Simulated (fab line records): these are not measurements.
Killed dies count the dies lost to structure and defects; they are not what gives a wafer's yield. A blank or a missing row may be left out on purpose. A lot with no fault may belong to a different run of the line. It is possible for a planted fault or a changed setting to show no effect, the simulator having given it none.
Problem report, 8D (eight disciplines) form, completed by code + flow n5 finfet + the parts of the form that need people (team, actions taken, sign-off) are left out

1. WHAT WENT WRONG
Wafers without a fault read 1500.3 rpm, standard deviation 0.99; spin speed rpm at N5_BEOL_M2_COAT_61 reads a mean of 1419.6 rpm on 6 wafers belonging to 2 lots. Measured from the usual mean, that is -82 standard deviations.
The step: time 60 s, resist thk 60 nm.
The first sign was on wafer L209.3 at day 7 20:27, on litho track-02. The record has a number at this step for 33 wafers belonging to 11 lots. By rule, "out" or "out of limits" means more than 4 standard deviations away from the usual mean. Any other wafer with a number is counted as sound.

2. WHAT IT IS AND WHAT IT IS NOT
| question                    | is                     | is not                                                                                            |
|-----------------------------|------------------------|---------------------------------------------------------------------------------------------------|
| which readings at this step | spin speed rpm         | -                                                                                                 |
| which lots                  | L209, L212             | L206, L207, L210, L211, L215, L224, L225, L226, L227                                              |
| which wafers of those lots  | all that have a number | -                                                                                                 |
| read on which tools         | litho track-02         | litho track-01                                                                                    |
| when                        | from day 7 20:27       | up to then (9 sound wafers); but 18 sound wafers of L210, L215, L224, L225, L226, L227 came after |

3. SUSPECTS, AND WHAT RULES EACH OUT
Counting: a tool stays on the suspect list if, at a process step up to the reading, it processed all lots that are out and no sound lot following the first of them.
- litho track-02 at N5_BEOL_M2_COAT_61 (time 60 s, resist thk 60 nm): ruled out as a lasting fault. After its first lot that is out, L209 (day 7 20:27), sound lots L225, L226, L227 ran on it.
Left after counting: nothing in the record.

4. THE CAUSE (what the simulator had put in)
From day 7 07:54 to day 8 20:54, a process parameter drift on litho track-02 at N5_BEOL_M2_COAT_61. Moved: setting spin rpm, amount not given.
Counting ruled it out, wrongly.

5. THE CHAIN OF EFFECTS, in route order
One row per reading whose mean, taken over the struck wafers that have a number, lies over 3 standard deviations from the usual. Readings are gone through only where the record gives a usual standard deviation; hours: the median, over the lots, of the time from a lot's start at the first step in this table giving one to that lot's start at this step; sigmas: the change measured in usual standard deviations.
| hours | step               | reading        | usual      | on struck wafers | change | sigmas |
|-------|--------------------|----------------|------------|------------------|--------|--------|
| 0     | N5_BEOL_M2_COAT_61 | spin speed rpm | 1500.3 rpm | 1419.6           | -80.7  | -82    |
Process steps it contains:
- N5_BEOL_M2_COAT_61: time 60 s, resist thk 60 nm.
At these later measuring or inspecting steps, every struck wafer for which the step has a row has a number for every such reading, and none has moved that far: N5_BEOL_M4_RC_MEAS_101.

6. WHAT WOULD HAVE CAUGHT IT SOONER
First out-of-limits reading in this record: day 7 20:27, which is 13 hours after fault onset at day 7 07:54.
